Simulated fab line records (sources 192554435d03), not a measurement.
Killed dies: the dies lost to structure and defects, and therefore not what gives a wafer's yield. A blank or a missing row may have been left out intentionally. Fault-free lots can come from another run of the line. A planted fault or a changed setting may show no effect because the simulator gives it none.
fab line records | flow n5-finfet
record: lots: 24 wafers: 72 last-day: 18
route steps=1938 shown BEOL_M5@1115
lots that met no fault: from a run of the same line without faults
start-h: hours from the record's opening day to when the first of the lot's shown wafers began | wait-h: hours from the lot's prior step to this one | " identical to the entry in the row above | L1.1+2: one row covering several wafers at once | - value missing, or start not given | * or withheld: withheld | < > ~ a bound
route shown NAME@n: NAME is a module with steps in the file, n the number in the route of the first one | usual: mean and standard deviation over wafers with no fault | same: alike in all rows | chamber/n: place in a boat | sites: per-site readings | _std_site: the standard deviation of these | _edge_site: inner sites' mean taken away from outer sites' mean | radius-mm: how far each site lies from the wafer's centre | mask NAME#n: copy n | behind: the tool/chamber that last shaped the wafer | hold: reason for holding the lot/hours on hold/outcome of the hold | device: the transistor (n, p or np) that didn't switch | end of line: the same wafers' tests at the end of the route | step lacking rows: just its recipe | killed: dies that structure and defects cost at the first sort, which is not the same as the wafer's yield | map: shows each die of a wafer: x if killed, . if not, _ if none is there
set.NAME: setting as actually run; set.NAME@STEP: the setting as run at that earlier step | model.NAME: the simulator's own value behind a step, which no gauge read
the route's steps for a sample of lots (tables are steps, rows are wafers)
services: a tool's chamber out of use, with start hour (start-h, from the record's first day; less than 0 if before it), hours out, and reason
== steps ==
step: N5_BEOL_M5_PECVD_70
recipe: material: SiO2 target-thk-a: 160 temp-c: 400 precursor: TEOS/O2 pressure-torr: 5.5 rf-w: 450 teos-flow-sccm: 53.8 gas: O2 flow-sccm: 3000 time-s: 18
usual: heater-power-w: 687/85 showerhead-plenum-p-Torr: 8.79/0.054 throttle-valve-pct: 22.8/1.5
columns lot.wafer tool chamber start-h wait-h heater-power-w showerhead-plenum-p-Torr throttle-valve-pct
L075.1 pecvd-03 0 170.48 0.0 523 8.79 22.6
L075.3 " 2 " " 711 8.72 21.2
L075.6 " 1 " " 886 8.81 25.3
L076.3 pecvd-04 1 177.35 0.0 652 8.68 21.8
L076.4 " 1 " " 644 8.70 21.5
L076.6 " 0 " " 613 8.79 20.9
L074.4 pecvd-03 0 177.69 0.1 507 8.80 22.8
L074.5 " 1 " " 836 8.80 24.8
L074.6 " 2 " " 662 8.73 21.2
L077.1 pecvd-04 0 188.92 0.0 509 8.83 21.0
L077.2 " 2 " " 682 8.87 23.8
L077.6 " 2 " " 680 8.84 24.1
L078.3 pecvd-04 2 194.26 0.0 638 8.83 24.1
L078.4 " 2 " " 645 8.83 23.8
L078.5 " 1 " " 689 8.68 21.7
L079.1 pecvd-04 1 194.67 0.1 625 8.70 21.9
L079.4 " 1 " " 609 8.70 21.4
L079.5 " 0 " " 529 8.79 20.8
L080.2 pecvd-03 1 197.76 0.0 827 8.82 25.0
L080.3 " 0 " " 613 8.80 22.8
L080.5 " 2 " " 727 8.71 21.0
L081.2 pecvd-02 0 214.92 0.0 791 8.88 23.3
L081.3 " 1 " " 663 8.76 24.8
L081.6 " 0 " " 769 8.88 23.2
L082.1 pecvd-02 0 217.60 0.0 731 8.86 23.7
L082.4 " 1 " " 708 8.76 24.8
L082.5 " 2 " " 642 8.76 21.2
L083.1 pecvd-02 1 221.01 0.0 724 8.76 24.8
L083.3 " 0 " " 779 8.89 23.4
L083.4 " 0 " " 779 8.89 23.5
L084.1 pecvd-02 1 228.55 0.0 634 8.77 24.9
L084.3 " 0 " " 647 8.87 23.3
L084.6 " 0 " " 651 8.89 23.1
L085.1 pecvd-03 0 238.98 0.0 568 8.80 22.8
L085.4 " 1 " " 732 8.80 25.0
L085.5 " 2 " " 761 8.74 21.0
L086.3 pecvd-02 0 240.83 0.0 698 8.89 23.3
L086.5 " 2 " " 716 8.79 21.5
L086.6 " 1 " " 626 8.76 24.4
L088.2 pecvd-03 2 249.07 0.0 712 8.71 21.5
L088.3 " 0 " " 579 8.78 22.9
L088.4 " 1 " " 876 8.84 25.0
L089.2 pecvd-02 1 251.48 0.0 673 8.79 24.8
L089.3 " 2 " " 638 8.79 21.6
L089.4 " 0 " " 755 8.85 23.2
L087.1 pecvd-03 0 254.67 0.0 601 8.79 22.6
L087.3 " 1 " " 809 8.82 25.0
L087.5 " 1 " " 772 8.81 24.9
L090.1 pecvd-03 2 258.65 0.0 739 8.74 21.2
L090.3 " 0 " " 591 8.80 22.7
L090.4 " 0 " " 578 8.78 22.7
L091.3 pecvd-04 0 263.21 0.0 604 8.81 21.2
L091.4 " 0 " " 623 8.79 21.1
L091.5 " 2 " " 680 8.84 20.8
L093.1 pecvd-02 0 298.22 0.0 811 8.88 23.5
L093.4 " 0 " " 802 8.86 23.4
L093.5 " 2 " " 751 8.76 21.5
L092.4 pecvd-03 2 298.91 0.1 681 8.74 21.4
L092.5 " 1 " " 760 8.82 25.2
L092.6 " 2 " " 675 8.73 21.3
L097.2 pecvd-03 1 301.51 0.0 755 8.82 25.1
L097.3 " 0 " " 596 8.79 22.5
L097.5 " 0 " " 622 8.79 22.5
L094.1 pecvd-02 1 301.78 0.0 675 8.73 24.8
L094.2 " 0 " " 787 8.86 23.2
L094.4 " 1 " " 689 8.74 24.5
L095.2 pecvd-03 1 304.26 0.0 805 8.80 25.0
L095.3 " 2 " " 690 8.71 21.1
L095.6 " 0 " " 579 8.78 22.5
L096.3 pecvd-02 0 323.97 0.0 738 8.89 23.4
L096.4 " 1 " " 595 8.76 24.6
L096.5 " 0 " " 740 8.90 23.2
step: N5_BEOL_M5_CURE_80
recipe: temp-c: 370 time-s: 120 ambient: DMADMS/He material: SiCOH_lowk
usual: lamp-power-pct: 52.32/0.057 wafer_temp_C_max: 371.9/0.55
columns lot.wafer tool chamber start-h wait-h lamp-power-pct wafer_temp_C_max
L075.1 uv-cure-02 1 175.49 0.0 52.35 372.4
L075.3 " 1 " " 52.34 371.9
L075.6 " 1 " " 52.40 372.4
L074.4 uv-cure-03 1 181.35 0.2 52.29 371.8
L074.5 " 1 " " 52.38 371.6
L074.6 " 1 " " 52.27 371.8
L076.3 uv-cure-03 0 181.60 0.3 52.28 373.2
L076.4 " 0 " " 52.26 372.0
L076.6 " 0 " " 52.31 372.5
L077.1 uv-cure-01 0 192.22 0.0 52.23 370.7
L077.2 " 0 " " 52.32 371.1
L077.6 " 0 " " 52.30 370.9
L078.3 uv-cure-03 1 198.62 0.1 52.32 371.7
L078.4 " 1 " " 52.16 372.0
L078.5 " 1 " " 52.26 371.8
L079.1 uv-cure-02 0 198.64 0.0 52.26 371.6
L079.4 " 0 " " 52.38 371.6
L079.5 " 0 " " 52.34 371.0
L080.2 uv-cure-02 0 203.04 0.1 52.33 372.1
L080.3 " 0 " " 52.33 372.3
L080.5 " 0 " " 52.31 371.9
L081.2 uv-cure-02 1 217.94 0.2 52.24 372.0
L081.3 " 1 " " 52.29 372.0
L081.6 " 1 " " 52.31 371.5
L082.1 uv-cure-02 0 222.31 0.0 52.37 371.9
L082.4 " 0 " " 52.32 371.4
L082.5 " 0 " " 52.37 371.9
L083.1 uv-cure-02 2 226.28 0.0 52.24 373.0
L083.3 " 2 " " 52.35 373.2
L083.4 " 2 " " 52.25 372.6
L084.1 uv-cure-02 1 234.58 0.0 52.38 372.4
L084.3 " 1 " " 52.21 372.0
L084.6 " 1 " " 52.30 371.8
L085.1 uv-cure-01 0 241.91 0.0 52.39 370.6
L085.4 " 0 " " 52.35 371.6
L085.5 " 0 " " 52.26 370.5
L086.3 uv-cure-02 1 246.36 0.1 52.22 371.8
L086.5 " 1 " " 52.34 372.2
L086.6 " 1 " " 52.29 372.4
L088.2 uv-cure-03 0 252.27 0.1 52.24 372.5
L088.3 " 0 " " 52.27 371.7
L088.4 " 0 " " 52.33 372.6
L089.2 uv-cure-03 1 255.58 0.1 52.30 371.8
L089.3 " 1 " " 52.32 371.9
L089.4 " 1 " " 52.29 371.5
L087.1 uv-cure-02 0 258.36 0.0 52.29 371.0
L087.3 " 0 " " 52.34 371.6
L087.5 " 0 " " 52.37 371.6
L090.1 uv-cure-01 1 261.54 0.0 52.28 372.4
L090.3 " 1 " " 52.37 371.8
L090.4 " 1 " " 52.38 371.8
L091.3 uv-cure-03 0 267.03 0.1 52.28 372.3
L091.4 " 0 " " 52.33 372.2
L091.5 " 0 " " 52.31 372.5
L093.1 uv-cure-01 0 301.44 0.1 52.35 371.2
L093.4 " 0 " " 52.24 371.1
L093.5 " 0 " " 52.40 371.3
L092.4 uv-cure-03 0 302.29 0.3 52.26 371.9
L092.5 " 0 " " 52.38 372.0
L092.6 " 0 " " 52.31 372.4
L097.2 uv-cure-01 2 304.93 0.1 52.36 371.2
L097.3 " 2 " " 52.30 371.3
L097.5 " 2 " " 52.28 371.7
L094.1 uv-cure-02 0 305.24 0.0 52.31 371.8
L094.2 " 0 " " 52.32 371.7
L094.4 " 0 " " 52.37 371.9
L095.2 uv-cure-02 0 309.20 0.1 52.32 371.7
L095.3 " 0 " " 52.39 372.0
L095.6 " 0 " " 52.30 372.2
L096.3 uv-cure-02 0 326.49 0.1 52.33 371.5
L096.4 " 0 " " 52.35 372.0
L096.5 " 0 " " 52.28 371.4
step: N5_BEOL_M5_ANNEAL_49
recipe: temp-c: 400 time-s: 1800 ambient: vacuum
usual: heater-power-w: 855/70
columns lot.wafer tool chamber start-h wait-h heater-power-w
L075.1 pvd-sputter-01 - 176.72 0.0 919
L075.3 " - " " 981
L075.6 " - " " 876
L074.4 pvd-sputter-02 - 182.30 0.0 745
L074.5 " - " " 872
L074.6 " - " " 766
L076.3 pvd-sputter-03 - 182.58 0.0 842
L076.4 " - " " 868
L076.6 " - " " 825
L077.1 pvd-sputter-02 - 193.78 0.0 901
L077.2 " - " " 764
L077.6 " - " " 785
L078.3 pvd-sputter-02 - 199.73 0.0 798
L078.4 " - " " 895
L078.5 " - " " 886
L079.1 pvd-sputter-01 - 199.79 0.0 869
L079.4 " - " " 964
L079.5 " - " " 926
L080.2 pvd-sputter-03 - 204.90 0.0 733
L080.3 " - " " 940
L080.5 " - " " 740
L081.2 pvd-sputter-03 - 218.98 0.0 728
L081.3 " - " " 816
L081.6 " - " " 934
L082.1 pvd-sputter-01 - 223.61 0.0 956
L082.4 " - " " 826
L082.5 " - " " 827
L083.1 pvd-sputter-03 - 227.40 0.0 729
L083.3 " - " " 884
L083.4 " - " " 953
L084.1 pvd-sputter-02 - 237.45 0.0 873
L084.3 " - " " 801
L084.6 " - " " 794
L085.1 pvd-sputter-02 - 243.14 0.0 772
L085.4 " - " " 860
L085.5 " - " " 770
L086.3 pvd-sputter-02 - 248.39 0.0 864
L086.5 " - " " 896
L086.6 " - " " 861
L088.2 pvd-sputter-03 - 253.47 0.0 926
L088.3 " - " " 813
L088.4 " - " " 734
L089.2 pvd-sputter-02 - 256.57 0.0 786
L089.3 " - " " 849
L089.4 " - " " 870
L087.1 pvd-sputter-01 - 260.14 0.0 907
L087.3 " - " " 829
L087.5 " - " " 834
L090.1 pvd-sputter-02 - 262.91 0.0 758
L090.3 " - " " 867
L090.4 " - " " 784
L091.3 pvd-sputter-01 - 268.73 0.0 933
L091.4 " - " " 894
L091.5 " - " " 872
L093.1 pvd-sputter-02 - 303.05 0.0 781
L093.4 " - " " 896
L093.5 " - " " 852
L092.4 pvd-sputter-03 - 303.52 0.0 821
L092.5 " - " " 873
L092.6 " - " " 726
L097.2 pvd-sputter-01 - 306.98 0.0 872
L097.3 " - " " 894
L097.5 " - " " 933
L094.1 pvd-sputter-02 - 307.55 0.0 777
L094.2 " - " " 926
L094.4 " - " " 785
L095.2 pvd-sputter-03 - 310.86 0.0 923
L095.3 " - " " 738
L095.6 " - " " 839
L096.3 pvd-sputter-03 - 328.15 0.0 842
L096.4 " - " " 709
L096.5 " - " " 875
step: N5_BEOL_M5_SPUTTER_83
recipe: material: Cu target-thk-a: 150 temp-c: -20 chamber-pressure-pa: 0.07 power-w: withheld time-s: 27.62
usual: chuck-gas-flow-sccm: 1.26/0.053 substrate-temp-c: -19.99/0.1 throttle-valve-pct: 30.3/1.1
columns lot.wafer tool chamber start-h wait-h chuck-gas-flow-sccm substrate-temp-c throttle-valve-pct
L075.1 pvd-sputter-01 - 178.82 0.5 1.25 -19.97 28.8
L075.3 " - " " 1.25 -19.96 28.8
L075.6 " - " " 1.30 -19.99 31.0
L074.4 pvd-sputter-02 - 184.39 0.5 1.19 -19.98 31.1
L074.5 " - " " 1.34 -19.84 31.0
L074.6 " - " " 1.29 -20.04 31.1
L076.3 pvd-sputter-03 - 184.68 0.5 1.27 -20.07 28.9
L076.4 " - " " 1.28 -19.83 31.5
L076.6 " - " " 1.25 -20.10 28.9
L077.1 pvd-sputter-02 - 195.87 0.5 1.29 -19.78 31.2
L077.2 " - " " 1.25 -19.89 30.9
L077.6 " - " " 1.32 -19.90 30.8
L078.3 pvd-sputter-02 - 201.82 0.5 1.22 -19.99 29.0
L078.4 " - " " 1.25 -20.01 31.2
L078.5 " - " " 1.17 -20.05 31.1
L079.1 pvd-sputter-01 - 201.89 0.5 1.31 -19.92 31.1
L079.4 " - " " 1.28 -19.99 28.8
L079.5 " - " " 1.24 -20.29 28.6
L080.2 pvd-sputter-03 - 207.26 0.6 1.22 -20.03 29.4
L080.3 " - " " 1.21 -20.01 31.6
L080.5 " - " " 1.21 -20.04 29.4
L081.2 pvd-sputter-03 - 221.07 0.5 1.17 -20.03 29.2
L081.3 " - " " 1.29 -20.02 28.8
L081.6 " - " " 1.22 -20.22 31.7
L082.1 pvd-sputter-01 - 225.70 0.5 1.26 -19.95 28.7
L082.4 " - " " 1.21 -20.09 29.6
L082.5 " - " " 1.31 -20.16 29.4
L083.1 pvd-sputter-03 - 231.60 0.6 1.25 -19.95 29.4
L083.3 " - " " 1.31 -19.90 31.6
L083.4 " - " " 1.29 -20.09 31.4
L084.1 pvd-sputter-02 - 239.54 0.5 1.35 -20.08 31.2
L084.3 " - " " 1.22 -19.90 29.3
L084.6 " - " " 1.22 -19.99 29.6
L085.1 pvd-sputter-02 - 245.41 0.5 1.38 -20.09 31.1
L085.4 " - " " 1.29 -20.09 31.1
L085.5 " - " " 1.27 -20.15 30.9
L086.3 pvd-sputter-02 - 250.49 0.5 1.32 -19.93 31.1
L086.5 " - " " 1.36 -19.90 31.1
L086.6 " - " " 1.28 -20.04 31.4
L088.2 pvd-sputter-03 - 255.56 0.5 1.21 -20.14 31.7
L088.3 " - " " 1.26 -20.07 29.0
L088.4 " - " " 1.33 -19.94 29.5
L089.2 pvd-sputter-02 - 258.66 0.5 1.23 -19.79 29.5
L089.3 " - " " 1.30 -19.93 30.9
L089.4 " - " " 1.31 -20.04 31.3
L087.1 pvd-sputter-01 - 262.24 0.5 1.26 -20.10 31.1
L087.3 " - " " 1.24 -19.76 29.4
L087.5 " - " " 1.28 -19.86 29.3
L090.1 pvd-sputter-02 - 265.01 0.5 1.33 -19.84 30.9
L090.3 " - " " 1.32 -19.86 31.0
L090.4 " - " " 1.31 -19.90 29.6
L091.3 pvd-sputter-01 - 270.82 0.5 1.20 -20.13 28.7
L091.4 " - " " 1.27 -19.81 31.0
L091.5 " - " " 1.27 -19.90 31.1
L093.1 pvd-sputter-02 - 305.14 0.5 1.27 -19.94 31.0
L093.4 " - " " 1.28 -20.03 31.5
L093.5 " - " " 1.23 -20.07 31.2
L092.4 pvd-sputter-03 - 305.61 0.5 1.22 -19.86 28.9
L092.5 " - " " 1.19 -19.93 31.4
L092.6 " - " " 1.22 -20.11 29.3
L097.2 pvd-sputter-01 - 309.07 0.5 1.21 -20.02 31.3
L097.3 " - " " 1.21 -19.91 28.6
L097.5 " - " " 1.20 -19.99 28.8
L094.1 pvd-sputter-02 - 309.65 0.5 1.21 -19.93 30.9
L094.2 " - " " 1.25 -19.93 31.2
L094.4 " - " " 1.26 -20.09 29.8
L095.2 pvd-sputter-03 - 312.96 0.5 1.12 -20.12 31.7
L095.3 " - " " 1.23 -19.95 29.2
L095.6 " - " " 1.17 -19.86 28.9
L096.3 pvd-sputter-03 - 330.24 0.5 1.20 -19.99 31.3
L096.4 " - " " 1.28 -20.06 29.3
L096.5 " - " " 1.23 -20.06 31.6
step: N5_BEOL_M5_CMP_52
recipe: stop-on: SiCOH_lowk t-overpolish-s: 6.9 down-force-psi: 1 platen-rpm: 50 clearing-platen-down-force-psi: 1.5 clearing-platen-rpm: 50 post-cmp-clean: cu-alkaline target-thk-nm: 62 clearing-platen-pad-velocity-m-s: 0.99484 pad-velocity-m-s: 0.99484
usual: barrier-field-endpoint-s: 24.6/0.62 motor-current-A: 6.6/0.6 overpolish-run-s: 6.901/0.0087 time-to-endpoint-s: 63/3.3
columns lot.wafer tool chamber start-h wait-h barrier-field-endpoint-s motor-current-A overpolish-run-s time-to-endpoint-s
L075.3 cmp-03 0 181.49 0.2 24.6 7.5 6.899 62
L075.1 " 1 " " 25.2 6.5 6.911 66
L075.6 " 1 " " 24.6 6.3 6.883 64
L074.4 cmp-02 0 187.21 0.2 24.2 6.1 6.907 65
L074.5 " 2 " " 23.8 6.4 6.905 61
L074.6 " 3 " " 23.8 5.7 6.911 62
L076.3 cmp-01 1 187.43 0.2 23.8 6.6 6.902 58
L076.4 " 2 " " 24.9 6.0 6.891 61
L076.6 " 0 " " 25.3 5.9 6.900 61
L077.2 cmp-03 1 198.54 0.2 24.6 6.4 6.906 67
L077.1 " 0 " " 24.9 7.9 6.895 63
L077.6 " 2 " " 25.4 7.3 6.906 68
L078.4 cmp-03 3 204.49 0.1 25.2 7.2 6.909 63
L078.3 " 1 " " 25.0 6.6 6.913 66
L078.5 " 3 " " 25.3 6.8 6.896 64
L079.4 cmp-01 1 204.84 0.2 23.4 6.3 6.897 57
L079.1 " 2 " " 24.1 6.4 6.895 63
L079.5 " 3 " " 24.0 7.0 6.901 59
L080.2 cmp-03 2 211.25 0.3 24.3 7.1 6.902 67
L080.3 " 3 " " 24.8 7.2 6.903 65
L080.5 " 2 " " 26.0 7.2 6.898 67
L081.2 cmp-01 0 223.79 0.2 23.7 6.2 6.904 65
L081.3 " 2 " " 25.0 6.4 6.891 64
L081.6 " 0 " " 24.3 6.0 6.895 63
L082.4 cmp-01 2 228.45 0.2 24.9 6.3 6.902 64
L082.1 " 3 " " 24.3 7.0 6.905 67
L082.5 " 0 " " 24.6 6.0 6.878 65
L083.4 cmp-02 2 234.62 0.2 24.5 6.0 6.900 62
L083.1 " 3 " " 24.0 5.9 6.912 62
L083.3 " 0 " " 24.8 6.3 6.895 66
L084.1 cmp-03 1 242.26 0.3 25.2 6.3 6.903 70
L084.3 " 2 " " 24.4 6.6 6.887 67
L084.6 " 0 " " 24.2 7.7 6.913 62
L085.1 cmp-01 1 248.18 0.3 23.7 6.0 6.907 60
L085.4 " 2 " " 25.6 6.7 6.909 66
L085.5 " 2 " " 24.5 6.5 6.898 62
L086.3 cmp-03 2 253.24 0.2 25.8 7.2 6.895 70
L086.5 " 0 " " 24.6 7.4 6.901 66
L086.6 " 1 " " 26.3 6.4 6.909 68
L088.3 cmp-02 0 258.23 0.2 24.2 6.3 6.896 63
L088.4 " 1 " " 24.7 6.0 6.890 61
L088.2 " 3 " " 23.7 5.8 6.908 58
L089.2 cmp-01 3 261.38 0.2 24.6 6.9 6.905 65
L089.4 " 0 " " 24.4 6.0 6.891 65
L089.3 " 1 " " 23.8 6.3 6.909 63
L087.3 cmp-03 1 265.17 0.2 25.1 6.4 6.896 69
L087.1 " 2 " " 25.4 7.3 6.893 69
L087.5 " 0 " " 24.9 7.9 6.904 63
L090.1 cmp-02 3 267.70 0.3 23.8 5.7 6.905 55
L090.4 " 0 " " 23.9 5.8 6.895 59
L090.3 " 1 " " 23.8 5.7 6.884 58
L091.3 cmp-01 2 273.51 0.2 25.2 6.6 6.892 66
L091.4 " 3 " " 25.5 7.0 6.898 64
L091.5 " 3 " " 25.3 6.8 6.912 64
L093.1 cmp-01 3 307.89 0.3 22.8 7.2 6.909 57
L093.4 " 0 " " 24.6 6.2 6.899 62
L093.5 " 1 " " 24.4 6.2 6.921 61
L092.4 cmp-01 1 308.37 0.2 23.8 6.2 6.899 63
L092.6 " 3 " " 24.5 6.6 6.909 63
L092.5 " 0 " " 24.8 5.9 6.896 66
L097.3 cmp-03 0 311.82 0.2 23.8 7.4 6.887 60
L097.2 " 1 " " 24.5 6.2 6.897 64
L097.5 " 2 " " 25.0 7.2 6.899 64
L094.1 cmp-03 0 312.44 0.3 23.9 7.6 6.897 62
L094.2 " 1 " " 24.4 6.4 6.899 66
L094.4 " 3 " " 24.0 7.4 6.904 61
L095.3 cmp-03 3 315.71 0.2 24.4 7.2 6.906 65
L095.2 " 0 " " 24.8 7.9 6.897 64
L095.6 " 2 " " 25.6 7.1 6.901 68
L096.3 cmp-02 2 333.02 0.2 24.5 6.1 6.892 62
L096.4 " 0 " " 25.7 6.6 6.898 68
L096.5 " 1 " " 25.1 6.0 6.894 65
step: N5_BEOL_M5_PRE_CLEAN_77
recipe: gas: NH3/H2 time-s: 15 temp-c: * rf-power-w: 300
usual: heater-power-w: 83/12
columns lot.wafer tool chamber start-h wait-h heater-power-w
L075.1 cvd-co-01 1 181.82 0.0 76
L075.3 " 2 " " 90
L075.6 " 0 " " 86
L074.4 cvd-co-01 1 187.49 0.1 77
L074.5 " 2 " " 89
L074.6 " 0 " " 86
L076.3 cvd-co-02 2 187.70 0.1 59
L076.4 " 0 " " 95
L076.6 " 2 " " 58
L077.1 cvd-co-02 0 198.87 0.0 93
L077.2 " 2 " " 58
L077.6 " 2 " " 58
L078.3 cvd-co-01 0 204.83 0.0 87
L078.4 " 1 " " 75
L078.5 " 0 " " 85
L079.1 cvd-co-01 2 205.09 0.0 88
L079.4 " 2 " " 90
L079.5 " 0 " " 86
L080.2 cvd-co-02 1 211.55 0.0 95
L080.3 " 0 " " 96
L080.5 " 0 " " 92
L081.2 cvd-co-01 0 224.09 0.0 86
L081.3 " 1 " " 76
L081.6 " 0 " " 84
L082.1 cvd-co-02 1 228.71 0.0 95
L082.4 " 0 " " 94
L082.5 " 2 " " 58
L083.1 cvd-co-01 0 234.91 0.0 86
L083.3 " 1 " " 76
L083.4 " 0 " " 86
L084.1 cvd-co-01 2 242.55 0.0 88
L084.3 " 0 " " 86
L084.6 " 0 " " 88
L085.1 cvd-co-02 1 248.51 0.0 96
L085.4 " 2 " " 59
L085.5 " 1 " " 97
L086.3 cvd-co-01 2 253.49 0.0 87
L086.5 " 0 " " 87
L086.6 " 1 " " 78
L088.2 cvd-co-02 1 258.62 0.1 95
L088.3 " 2 " " 60
L088.4 " 2 " " 56
L089.2 cvd-co-02 2 261.67 0.0 59
L089.3 " 0 " " 95
L089.4 " 1 " " 94
L087.1 cvd-co-01 1 265.42 0.0 78
L087.3 " 0 " " 84
L087.5 " 2 " " 89
L090.1 cvd-co-01 2 268.03 0.0 89
L090.3 " 1 " " 79
L090.4 " 2 " " 90
L091.3 cvd-co-01 1 273.84 0.0 78
L091.4 " 1 " " 76
L091.5 " 0 " " 88
L093.1 cvd-co-01 2 308.15 0.0 89
L093.4 " 2 " " 88
L093.5 " 0 " " 86
L092.4 cvd-co-02 0 308.65 0.1 95
L092.5 " 1 " " 95
L092.6 " 2 " " 60
L097.2 cvd-co-02 1 312.08 0.0 91
L097.3 " 0 " " 94
L097.5 " 1 " " 97
L094.1 cvd-co-01 0 312.77 0.0 85
L094.2 " 1 " " 78
L094.4 " 0 " " 87
L095.2 cvd-co-02 0 315.96 0.0 92
L095.3 " 1 " " 95
L095.6 " 0 " " 95
L096.3 cvd-co-02 0 333.32 0.0 94
L096.4 " 1 " " 94
L096.5 " 2 " " 61
== services ==
columns tool chamber start-h hours kind
uv-cure-01 - 147.91 17.7 repair
cmp-01 - 148.66 2.2 repair
cvd-co-02 2 151.49 10.4 repair
cvd-co-02 1 152.68 56.4 repair
pvd-sputter-03 - 172.58 5.0 repair
cmp-01 - 174.91 4.0 pm
cmp-01 - 180.08 0.8 repair
uv-cure-02 - 184.15 2.1 pm
uv-cure-01 - 185.03 5.0 repair
pecvd-02 2 186.39 16.3 repair
cmp-02 - 187.36 5.6 pm
pecvd-04 - 206.89 0.8 repair
cvd-co-02 - 226.00 0.7 repair
uv-cure-01 - 227.98 0.8 repair
cmp-02 - 241.21 2.3 repair
cmp-01 - 244.66 2.3 repair
uv-cure-01 - 251.38 0.3 repair
pecvd-03 - 252.74 1.0 repair
cvd-co-02 - 258.86 0.4 repair
cmp-02 - 277.63 3.8 repair
cmp-03 - 285.31 2.6 repair
uv-cure-03 - 295.39 2.1 pm
uv-cure-03 - 320.18 14.6 pm
cmp-03 - 332.12 1.7 repair
== key ==
fault none
